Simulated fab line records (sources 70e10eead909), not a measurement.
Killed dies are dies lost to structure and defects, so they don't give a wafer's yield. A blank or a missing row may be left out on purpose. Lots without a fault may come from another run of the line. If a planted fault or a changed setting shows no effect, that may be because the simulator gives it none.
A lot that was struck, set against a sound lot :: flow nand_harc :: 14 out of 1302 route steps
Sound: these wafers, L352.3, L352.5, L352.6. The struck wafers were L353.2, L353.5, L353.6. The cause is given at the end.
For every step that has rows: the tool of each side, followed by ch and its chambers, followed by its first start. Under that, the readings that differ: sound wafers :: struck wafers :: difference of the means :: sigmas: that difference in standard deviations of wafers without a fault.
alike: readings whose means differ by less than 2 such deviations, and words and numbers that are the same on both sides. not compared: withheld readings, readings that some wafer has no value for, bounds like >300 that may hide the same value, and numbers for which the record gives no deviation and whose values overlap.
The two part at a step that has a row with sigmas, a row that says differs or no value, or rows on one side only. Numbers that have no deviation but don't overlap get no sigmas and don't part them. A reading missing from all wafers of one side parts the sides only when that side holds two or more wafers.

first, 4 steps without rows for these wafers: NHARC_P_GATE_EBR_07; NHARC_P_GATE_EXPOSE_08 (exposes mask P HV); NHARC_P_GATE_PEB_09 (peb time 85 s); NHARC_P_GATE_DEVELOP_10 (time 70 s).
NHARC_P_GATE_CD_MEAS_11: target cd 1640 nm.
  sound on cd_sem-01 ch 0, day 4 06:40; struck on cd_sem-03 ch 0, day 4 22:55
  alike: cd_nm
then, 1 step without rows for these wafers: NHARC_P_GATE_HARDBAKE_12 (time 80 s).
NHARC_P_GATE_DESCUM_13: chemistry O2, time 3 s.
  sound on rie_diel-06 ch 1,2,3, day 4 06:52; struck on rie_diel-08 ch 0,2,3, day 4 23:06
  alike: drypump_motor_current_A, oes_product_au, rf_vpp_V, showerhead_plenum_p_Torr, throttle_valve_pct
  not compared: rf_hours_counter_h
then, 5 steps without rows for these wafers: NHARC_P_GATE_ETCH_14 (etches SiO2 in dHF, target depth 48.8 nm); NHARC_P_GATE_STRIP_15 (strips in SPM, time 780 s); NHARC_P_GATE_PRECLEAN_71 (cleans in SC1); NHARC_P_GATE_SRD_72; NHARC_P_GATE_OXIDE_16 (material SiO2, target thk 3 nm, ox time 392 s).
NHARC_P_GATE_CVD_17: deposits poly-Si, target thk 150 nm, time 900 s.
  sound on lpcvd_poly-04 ch 0, day 4 17:05; struck on lpcvd_poly-01 ch 0, day 5 12:59
  alike: spike_tc_upper_C
NHARC_P_GATE_HM_DEP_102: deposits aC, target thk 120 nm.
  sound on acl_dep-01 ch 0, day 4 22:34; struck on acl_dep-01 ch 0, day 5 16:02
reading: susceptor_temp_C (C)
sound: 400.08 400.12 399.87
struck: - - -
difference: no value on the struck wafers
sigmas: 
  alike: throttle_valve_pct

WHERE THEY PART
At NHARC_P_GATE_HM_DEP_102 and nowhere else, as far as this record goes.

WHY: whatever the simulator had introduced
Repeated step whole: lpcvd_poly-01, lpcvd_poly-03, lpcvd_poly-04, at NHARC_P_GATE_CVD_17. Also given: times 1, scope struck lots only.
